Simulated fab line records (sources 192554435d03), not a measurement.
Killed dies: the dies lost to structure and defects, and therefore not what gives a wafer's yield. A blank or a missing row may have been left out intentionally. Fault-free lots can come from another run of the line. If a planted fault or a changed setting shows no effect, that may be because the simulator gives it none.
Chamber matching | flow n5_finfet | N5_GATE_CUT_ETCH_58 on rie_diel-03 has 4 sister chambers
The step etches SiNx in CH3F/O2, target depth 17 nm, time 128.6 s. 20 wafers are shown with their chamber, then 10 later ones without.

EACH WAFER AND ITS CHAMBER
wafer  | chamber | showerhead_plenum_p_Torr (Torr) | drypump_motor_current_A (A) | throttle_valve_pct (%)
L076.1 | 0       | 2.11                            | 5.9                         | 16.26
L076.2 | 1       | 2.01                            | 5.7                         | 16.63
L076.4 | 3       | 2.09                            | 5.5                         | 16.44
L082.1 | 2       | 1.92                            | 5.7                         | 16.47
L082.3 | 0       | 2.10                            | 5.9                         | 16.27
L082.4 | 3       | 2.09                            | 5.5                         | 16.46
L083.1 | 3       | 2.09                            | 5.5                         | 16.47
L083.4 | 1       | 2.00                            | 5.7                         | 16.65
L083.6 | 3       | 2.08                            | 5.5                         | 16.47
L085.2 | 2       | 1.91                            | 5.6                         | 16.48
L085.3 | 3       | 2.08                            | 5.5                         | 16.49
L085.6 | 3       | 2.08                            | 5.5                         | 16.48
L086.1 | 0       | 2.10                            | 5.9                         | 16.29
L086.4 | 3       | 2.08                            | 5.5                         | 16.48
L086.6 | 2       | 1.91                            | 5.7                         | 16.49
L087.2 | 3       | 2.08                            | 5.5                         | 16.48
L087.3 | 0       | 2.10                            | 5.9                         | 16.30
L087.5 | 0       | 2.10                            | 5.9                         | 16.30
L088.2 | 3       | 2.08                            | 5.5                         | 16.48
L088.4 | 2       | 1.91                            | 5.7                         | 16.50

SIGNATURES, as means of the wafers listed above
reading                  | chamber 0 | chamber 1 | chamber 2 | chamber 3 | scatter within a chamber
showerhead_plenum_p_Torr | 2.1020    | 2.0050    | 1.9125    | 2.0833    | 0.00503
drypump_motor_current_A  | 5.900     | 5.700     | 5.675     | 5.500     | 0.0217
throttle_valve_pct       | 16.2840   | 16.6400   | 16.4850   | 16.4722   | 0.0154
Rule: a wafer's distance from a chamber is the root of the sum, over the readings, of the square of ((its reading less the chamber's mean) divided by the reading's scatter). The wafer belongs to the nearest chamber; if the next one is less than 2 further off, it can't be placed. The scatter: the root of (the sum of the squares of (reading less its chamber's mean) over the shown wafers, divided by (wafers less chambers)).

WAFERS WHOSE CHAMBER IS MISSING
wafer  | showerhead_plenum_p_Torr (Torr) | drypump_motor_current_A (A) | throttle_valve_pct (%)
L088.5 | 2.10                            | 5.9                         | 16.30
L089.2 | 2.08                            | 5.5                         | 16.51
L089.4 | 2.00                            | 5.7                         | 16.67
L089.5 | 2.10                            | 5.9                         | 16.29
L090.1 | 2.00                            | 5.7                         | 16.68
L090.4 | 2.10                            | 5.9                         | 16.31
L090.5 | 2.08                            | 5.5                         | 16.50
L095.1 | 1.99                            | 5.7                         | 16.71
L095.2 | 2.09                            | 5.8                         | 16.36
L095.4 | 1.91                            | 5.7                         | 16.53

EACH ONE'S CHAMBER
wafer  | from the rows above | in truth
L088.5 | 0                   | 0
L089.2 | 3                   | 3
L089.4 | 1                   | 1
L089.5 | 0                   | 0
L090.1 | 1                   | 1
L090.4 | 0                   | 0
L090.5 | 3                   | 3
L095.1 | 1                   | 1
L095.2 | 0                   | 0
L095.4 | 2                   | 2
Correct placement for 10 of the 10. Can't be placed from these rows: 0. 0 placed wrongly.
